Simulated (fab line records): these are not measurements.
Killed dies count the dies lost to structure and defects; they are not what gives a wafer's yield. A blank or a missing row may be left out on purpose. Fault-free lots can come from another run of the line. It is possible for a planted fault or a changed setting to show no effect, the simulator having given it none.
Which of the tools did it?	flow nand_harc	11 lots, 33 wafers sampled, at 5 steps of a route of 1159

## WHAT THE GAUGES SHOWED, per wafer
NHARC_END_SORT_01.
lot	measured	on	killed_at_array
L232	day 22 22:17	prober-01	674 677 677
L233	day 22 09:22	prober-02	677 676 676

## WHAT TOOL EACH LOT RAN ON (gives the tool, then ch and the chambers of the sampled wafers, and finally the start)
lot	NHARC_A_CHANNEL_HOLE_D1_ETCH_21	NHARC_A_CHANNEL_HOLE_D1_ETCH_44	NHARC_A_CHANNEL_FILL_D1_ALD_03	NHARC_A_CHANNEL_FILL_D1_ETCHBACK_20
L222	har_etch-01 ch 0,1, day 8 07:13	rie_diel-03 ch 0,1,3, day 8 11:28	ald_sin_batch-01 ch 0, day 8 16:04	rie_diel-01 ch 0,1,2, day 9 13:36
L221	har_etch-01 ch 0,1, day 8 11:52	rie_diel-03 ch 0,1,3, day 8 16:08	ald_sin_batch-01 ch 0, day 8 20:45	rie_diel-01 ch 0,2,3, day 9 20:12
L228	har_etch-02 ch 0,1, day 10 01:59	rie_diel-06 ch 0,1,2, day 10 06:17	ald_sin_batch-01 ch 0, day 10 10:55	rie_diel-10 ch 1,2,3, day 11 07:20
L232	har_etch-01 ch 0,1, day 11 14:02	rie_diel-12 ch 0,1, day 11 18:15	ald_sin_batch-01, day 11 23:52	rie_diel-10 ch 0,1,3, day 12 20:31
L233	har_etch-01 ch 0,1, day 11 18:16	rie_diel-03 ch 2,3, day 11 22:23	ald_sin_batch-03, day 12 02:46	rie_diel-01 ch 0,3, day 12 20:26
L237	har_etch-01 ch 0,1, day 12 00:05	rie_diel-03 ch 2,3, day 12 04:16	ald_sin_batch-02 ch 0, day 12 08:52	rie_diel-10 ch 0,1,3, day 13 05:51
L240	har_etch-02 ch 0,1, day 12 19:53	rie_diel-03 ch 0,2, day 13 00:01	ald_sin_batch-03 ch 0, day 13 04:25	rie_diel-10 ch 0,1,3, day 14 01:12
L238	har_etch-01 ch 0,1, day 12 23:49	rie_diel-06 ch 0,1, day 13 03:58	ald_sin_batch-01 ch 0, day 13 08:35	rie_diel-10 ch 1,2,3, day 14 06:32
L241	har_etch-01 ch 0,1, day 13 05:25	rie_diel-12 ch 1,2, day 13 09:35	ald_sin_batch-01 ch 0, day 13 15:38	rie_diel-10 ch 0,1,3, day 14 12:19
L243	har_etch-01 ch 0,1, day 13 14:30	rie_diel-06 ch 0,1,3, day 13 18:44	ald_sin_batch-02 ch 0, day 13 21:39	rie_diel-01 ch 1,2,3, day 14 18:11
L244	har_etch-02 ch 0,1, day 13 16:43	rie_diel-12 ch 0,1,2, day 13 21:28	ald_sin_batch-01 ch 0, day 14 02:07	rie_diel-10 ch 1,2,3, day 14 22:48
- NHARC_A_CHANNEL_HOLE_D1_ETCH_21: etches the open film in C4F8/O2/Ar, time 514.3 s, target depth 1600 nm.
- NHARC_A_CHANNEL_HOLE_D1_ETCH_44: etches the open film in CF4/O2, target depth 140 nm, overetch 14 nm, time 77 s.
- NHARC_A_CHANNEL_FILL_D1_ALD_03: deposits SiNx, target thk 6 nm, pulse time 60 s, ald cycles 58.
- NHARC_A_CHANNEL_FILL_D1_ETCHBACK_20: etches the open film in C4F8/O2/Ar, target depth 27 nm, time 13.5 s.

## THE ANSWER, worked out from the rows above alone
Rule: usual is defined by the lots themselves. The widest of any qualifying gaps counts: lots, ordered by their means at a reading, are off when they make up no more than a third of the lots, leave a main group of 4 or more, and stand apart from it by 3 or more times the standard deviation of that group's means. Not used: any main group whose means are identical at the precision the tables above print for the reading. A lot without any number at a reading at which 4 lots or more have one is off too. Any other lot the step has rows for is counted as sound.
No lot is off at any reading shown: from this, nothing can be told.

## WHAT THE SIMULATOR PUT IN
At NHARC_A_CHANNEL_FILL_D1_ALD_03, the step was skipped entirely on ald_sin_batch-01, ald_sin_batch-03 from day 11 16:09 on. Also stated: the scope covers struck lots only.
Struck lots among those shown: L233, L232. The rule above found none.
